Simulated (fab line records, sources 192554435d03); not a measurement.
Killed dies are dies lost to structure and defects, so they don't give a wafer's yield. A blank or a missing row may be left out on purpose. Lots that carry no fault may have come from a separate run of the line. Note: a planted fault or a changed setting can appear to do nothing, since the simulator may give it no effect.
Matching of chambers    flow n5-finfet    N5_FIN_SAQP_SPACER2_ALD_28 on ald-sin-02: 4 sister chambers
The step deposits SiO2, target thk 8.1 nm, pulse time 1 s, purge time 2 s. 20 wafers are shown with their chamber, then 10 later ones without.

WAFERS WITH THEIR CHAMBER
wafer   chamber  heater-power-w (W)  heater-power-outer-w (W)  precursor-pulse-height-rel
L076.2  1        403                 222                       1.041
L076.3  2        392                 211                       0.984
L076.5  0        523                 303                       0.977
L078.2  3        404                 239                       1.015
L078.4  2        395                 217                       1.012
L078.6  1        391                 226                       1.004
L082.2  1        398                 218                       0.993
L082.3  0        523                 292                       0.988
L082.5  2        399                 218                       0.999
L084.1  0        528                 299                       1.012
L084.2  1        388                 222                       0.992
L084.4  3        400                 244                       0.967
L088.2  3        405                 247                       0.969
L088.5  0        527                 299                       1.012
L088.6  1        391                 222                       1.030
L089.4  0        520                 299                       1.025
L089.5  3        408                 244                       0.979
L089.6  0        526                 296                       0.995
L091.1  0        512                 290                       0.992
L091.3  2        398                 220                       1.028

SIGNATURES (averages over the wafers above)
reading                     chamber 0  chamber 1  chamber 2  chamber 3  scatter within a chamber
heater-power-w              522.71     394.20     396.00     404.25     4.96
heater-power-outer-w        296.86     222.00     216.50     243.50     3.81
precursor-pulse-height-rel  1.00014    1.01200    1.00575    0.98250    0.0197
Rule: a wafer's distance from a chamber is the root of the sum, over the readings, of the square of ((its reading less the chamber's mean) divided by the reading's scatter). If the next closest chamber is less than 2 further off than the closest, the wafer can't be placed; otherwise it belongs to the closest. The scatter: take each reading less its chamber's mean, square it, sum over the shown wafers, divide by the number of wafers less the number of chambers, and take the root.

WAFERS WITHOUT THEIR CHAMBER
wafer   heater-power-w (W)  heater-power-outer-w (W)  precursor-pulse-height-rel
L091.5  394                 222                       0.996
L093.1  402                 218                       0.963
L093.4  417                 238                       0.972
L093.5  399                 235                       0.981
L094.1  403                 249                       0.966
L094.5  391                 222                       1.017
L094.6  393                 220                       1.018
L095.1  523                 301                       0.992
L095.2  397                 218                       1.007
L095.4  396                 219                       0.983

THE CHAMBER EACH PASSED THROUGH
wafer   from the rows above      in truth
L091.5  can't be placed: 1 or 2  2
L093.1  can't be placed: 2 or 1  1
L093.4  3                        3
L093.5  can't be placed: 3 or 1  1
L094.1  3                        3
L094.5  can't be placed: 1 or 2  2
L094.6  can't be placed: 1 or 2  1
L095.1  0                        0
L095.2  can't be placed: 2 or 1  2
L095.4  can't be placed: 2 or 1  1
Correctly placed: 3 of 10. Can't be placed from these rows: 7 (the true chamber is among the candidates in 7). Wrongly placed: 0.
